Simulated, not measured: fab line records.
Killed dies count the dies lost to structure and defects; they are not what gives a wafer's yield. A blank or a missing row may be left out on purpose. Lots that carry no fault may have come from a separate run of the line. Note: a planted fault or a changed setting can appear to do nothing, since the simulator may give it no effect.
Matching of chambers    flow n5Finfet    uvCure-02 running N5_BEOL_M9_CURE_71: 3 sister chambers
The step cures SiCOH lowk, time 240 s. 3 wafers are shown with their chamber, then 7 later ones without.

WAFERS WITH THEIR CHAMBER
wafer   chamber  wafer_temp_C_max
L074.4  0        386.9
L079.6  2        386.2
L081.5  1        387.7

WAFERS WHOSE CHAMBER IS MISSING
wafer   wafer_temp_C_max
L081.6  388.0
L088.2  386.8
L088.3  386.1
L088.5  386.7
L096.4  387.3
L096.5  387.0
L096.6  388.3

CHAMBER TAKEN BY EACH
wafer   from the rows above      in truth
L081.6  1                        1
L088.2  can't be placed: 0 or 2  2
L088.3  2                        2
L088.5  can't be placed: 0 or 2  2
L096.4  can't be placed: 1 or 0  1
L096.5  can't be placed: 0 or 1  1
L096.6  1                        1
Correctly placed: 3 of 7. Cannot be placed on the basis of these rows: 4; the candidates contain the true chamber in 4. Number placed wrongly: 0.
How it was worked out, from the rows above alone: a wafer's distance from a chamber is the root of the sum, over the readings, of the square of ((its reading less the chamber's mean) divided by the reading's scatter). If the next closest chamber is less than 2 further off than the closest, the wafer can't be placed; otherwise it belongs to the closest. A chamber's mean is the mean of its shown wafers. The scatter (one wafer shown for each chamber): square how far every hidden wafer sits from the nearest shown wafer, average those squares and take the square root.
